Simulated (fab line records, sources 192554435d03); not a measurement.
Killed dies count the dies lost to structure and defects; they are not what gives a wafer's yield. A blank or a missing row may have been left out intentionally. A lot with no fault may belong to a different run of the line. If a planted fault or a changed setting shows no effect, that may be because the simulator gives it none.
Problem report, 8D (eight disciplines) form, completed by code ; flow n5_finfet ; the parts of the form that need people (team, actions taken, sign-off) are left out

== 1. THE PROBLEM ==
V3_OVL at N5_BEOL_M4_OVL_MEAS_29 reads a mean of 10.2 nm on 6 wafers of 2 lots; wafers without a fault read -0.5 nm with a standard deviation of 0.57. Measured from the usual mean, that is +19 standard deviations.
The first sign was on wafer L674.4 at day 11 04:59, on overlay-01. Wafers with a number at this step in the record: 27, from 9 lots. The rule behind "out" and "out of limits": a value lying over 4 standard deviations away from the usual mean. All remaining wafers that have a number are taken as sound.

== 2. WHAT IT IS, WHAT IT ISN'T ==
question;is;is not
which readings at this step;V3_OVL;-
which lots;L674, L675;L662, L663, L665, L667, L676, L678, L683
which wafers of those lots;all that have a number;-
read on which gauges;overlay-01, overlay-02;-
when;from day 11 04:59;"up to then (12 sound wafers); but 9 sound wafers of L676, L678, L683 came after"

== 3. WHAT RULES OUT EACH SUSPECT ==
Counting: any tool at a process step up to the reading is kept as a suspect provided that every lot that is out went through it and no sound lot did after the first of them.
- the gauge at N5_BEOL_M4_OVL_MEAS_29 is ruled out. 2 gauges (overlay-01, overlay-02) read the wafers that are out.
- euv_scanner-02 at N5_BEOL_M4_EXPOSE_25 (exposes mask V3, defocus 5 nm): kept. Every lot that is out went through it, starting with L674 (day 11 04:50), and after that it ran no sound lot; the last sound lot it ran before then is L667 (day 9 11:25).
The count leaves euv_scanner-02 at N5_BEOL_M4_EXPOSE_25.

== 4. THE CAUSE (what the simulator had put in) ==
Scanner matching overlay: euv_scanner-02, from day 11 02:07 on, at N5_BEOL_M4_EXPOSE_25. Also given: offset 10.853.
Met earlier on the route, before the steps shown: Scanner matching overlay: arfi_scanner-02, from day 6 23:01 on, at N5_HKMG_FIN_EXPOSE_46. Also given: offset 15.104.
Only this tool survived the counting.

== 5. THE CHAIN OF EFFECTS, in route order ==
Each row: a reading whose mean over the struck wafers that have a number lies more than 3 standard deviations from the usual. Scope: only readings with a usual standard deviation given in the record; hours: median across lots of the time from each lot's start at the first step in this table that gives one to its start at this step; sigmas: change in usual standard deviations.
hours;step;reading;usual;on struck wafers;change;sigmas
0;N5_BEOL_M4_OVL_MEAS_29;V3_OVL;-0.5 nm;10.2;+10.7;+19
111;N5_PASSIVATION_PROBE_49;defect_limited_yield;91.0 %;49.3;-41.7;-28
111;N5_PASSIVATION_PROBE_49;killed_at_M4_up;14;505;+491;+89
111;N5_PASSIVATION_PROBE_49;killed_dies;106;598;+492;+27
111;N5_PASSIVATION_PROBE_49;killed_on_rim;13;74;+61;+14
111;N5_PASSIVATION_PROBE_49;sort_bin_5_function;5.3 %;26.4;+21.1;+21
111;N5_PASSIVATION_PROBE_49;sort_n_pass;1074;582;-492;-27
111;N5_PASSIVATION_PROBE_49;sort_yield_pct;91.0 %;49.3;-41.7;-28
Here are the process steps it includes:
- N5_PASSIVATION_PROBE_49
At these later measuring or inspecting steps, every struck wafer for which the step has a row has a number for every such reading, and none has moved that far: N5_BEOL_M4_RC_MEAS_101.

== 6. HOW IT WOULD HAVE BEEN CAUGHT EARLIER ==
Counted from the fault's start at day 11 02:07, it took 3 hours until the first out-of-limits reading at a measuring or inspecting step in this record, taken at day 11 04:59.
Of the tool readings at N5_BEOL_M4_EXPOSE_25 for which the record gives a usual standard deviation, none was out on any struck wafer, so an alarm limit of 4 standard deviations on them would not have fired.
By day 11 04:59 the whole set of lots that are out, 2 in number, had already begun N5_BEOL_M4_EXPOSE_25 on euv_scanner-02. Had the tool been put on hold then, not one of them would have been saved.
